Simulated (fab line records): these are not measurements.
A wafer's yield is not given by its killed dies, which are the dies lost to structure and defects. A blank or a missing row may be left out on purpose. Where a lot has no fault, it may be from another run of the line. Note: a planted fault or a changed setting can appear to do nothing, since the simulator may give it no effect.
One fault through the eyes of 3 desks / flow nand-harc / numbers are kept per desk, each desk with only its own; the story behind them comes last

== THE DEFECT DESK ==
What the inspections along the route counted, lot by lot: means of the sampled wafers that have a number. A lot is out of limits, marked OUT, if its mean lies more than 4 standard deviations from the usual mean; the brackets give that distance.
Columns: A = raw-defect-count at NHARC_P_STI_INSPECT_11, usual 5.1
lot=L638; first seen here=day 2 13:47; A=2.3
lot=L640; first seen here=day 2 23:10; A=5.7
lot=L641; first seen here=day 3 06:37; A=5.0
lot=L643; first seen here=day 3 13:59; A=4.0
lot=L642; first seen here=day 3 14:10; A=6.7
lot=L645; first seen here=day 4 04:50; A=5.0
lot=L646; first seen here=day 4 12:10; A=5.7
lot=L649; first seen here=day 5 05:24; A=2.3
lot=L652; first seen here=day 6 00:40; A=4.3
lot=L656; first seen here=day 7 00:04; A=4.7
lot=L658; first seen here=day 7 15:25; A=4.3
This desk's verdict: no lot among the 11 shows anything out of limits.

== THE TOOL OWNER'S DESK: krf-scanner-01 ==
The tool's own readings at NHARC_P_STI_EXPOSE_06 (exposes mask P STI, target cd 200 nm): means of the sampled wafers that have a number, for each lot that ran on this tool. A lot is out of limits, marked OUT, if its mean lies more than 4 standard deviations from the usual mean; the brackets give that distance.
Columns: A = exposure-dose-mJ-cm2 at NHARC_P_STI_EXPOSE_06, usual 37.69
lot=L638; first seen here=day 2 13:31; A=37.70
lot=L640; first seen here=day 2 22:53; A=37.69
lot=L645; first seen here=day 4 04:33; A=37.67
lot=L646; first seen here=day 4 11:54; A=31.62 (-99 or more) OUT
lot=L649; first seen here=day 5 05:08; A=32.77 (-99 or more) OUT
This desk's verdict: out of limits on L646, L649, starting with L646 at day 4 11:54 (exposure-dose-mJ-cm2 at NHARC_P_STI_EXPOSE_06). In limits: L638, L640, L645.

== THE METROLOGY DESK ==
Lot by lot, what the gauges showed, no matter which tool ran the lot: averages of those sampled wafers that carry a number. A lot is out of limits, marked OUT, if its mean lies more than 4 standard deviations from the usual mean; the brackets give that distance.
Columns: A = cd-nm at NHARC_P_STI_CD_MEAS_09, usual 200.4 nm; B = cd-nm at NHARC_P_STI_CD_MEAS_16, usual 199.8 nm; C = trench-foot-cd-nm at NHARC_P_STI_OCD_MEAS_17, usual 158.3 nm
lot=L638; first seen here=day 2 13:40; A=202.9; B=201.2; C=161.0
lot=L640; first seen here=day 2 23:02; A=197.4; B=197.1; C=155.5
lot=L641; first seen here=day 3 06:29; A=200.7; B=200.3; C=158.1
lot=L643; first seen here=day 3 13:52; A=199.8; B=199.8; C=157.7
lot=L642; first seen here=day 3 14:02; A=198.1; B=196.3; C=156.1
lot=L645; first seen here=day 4 04:42; A=198.2; B=197.2; C=155.8
lot=L646; first seen here=day 4 12:03; A=160.0 (-20) OUT; B=159.1 (-19) OUT; C=117.7 (-20) OUT
lot=L649; first seen here=day 5 05:16; A=171.0 (-15) OUT; B=170.3 (-14) OUT; C=129.0 (-15) OUT
lot=L652; first seen here=day 6 00:33; A=199.2; B=199.3; C=156.9
lot=L656; first seen here=day 6 23:56; A=201.6; B=201.9; C=159.5
lot=L658; first seen here=day 7 15:17; A=201.0; B=200.8; C=158.1
This desk's verdict: out of limits on L646, L649, starting with L646 at day 4 12:03 (cd-nm at NHARC_P_STI_CD_MEAS_09). In limits: L638, L640, L641, L643, L642, L645, L652, L656, L658.

== PUT TOGETHER ==
An alarm could have come from the tool owner's desk at day 4 11:54, on L646, L649.
At day 4 12:03 the metrology desk could have sounded an alarm, on L646, L649.
The defect desk saw nothing out of limits.
The defect desk has L646, L649 on record, within its limits.
On krf-scanner-01, each named lot ran NHARC_P_STI_EXPOSE_06.

== WHAT HAD BEEN PUT IN BY THE SIMULATOR ==
Process parameters drifting: krf-scanner-01 at NHARC_P_STI_EXPOSE_06, beginning at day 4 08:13. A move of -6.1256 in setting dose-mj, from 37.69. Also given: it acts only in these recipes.
Struck lots among those shown: L646, L649.
Delay (hours) between the fault's onset and each desk's first out-of-limits reading: 4 at the tool owner's desk, 4 at the metrology desk.
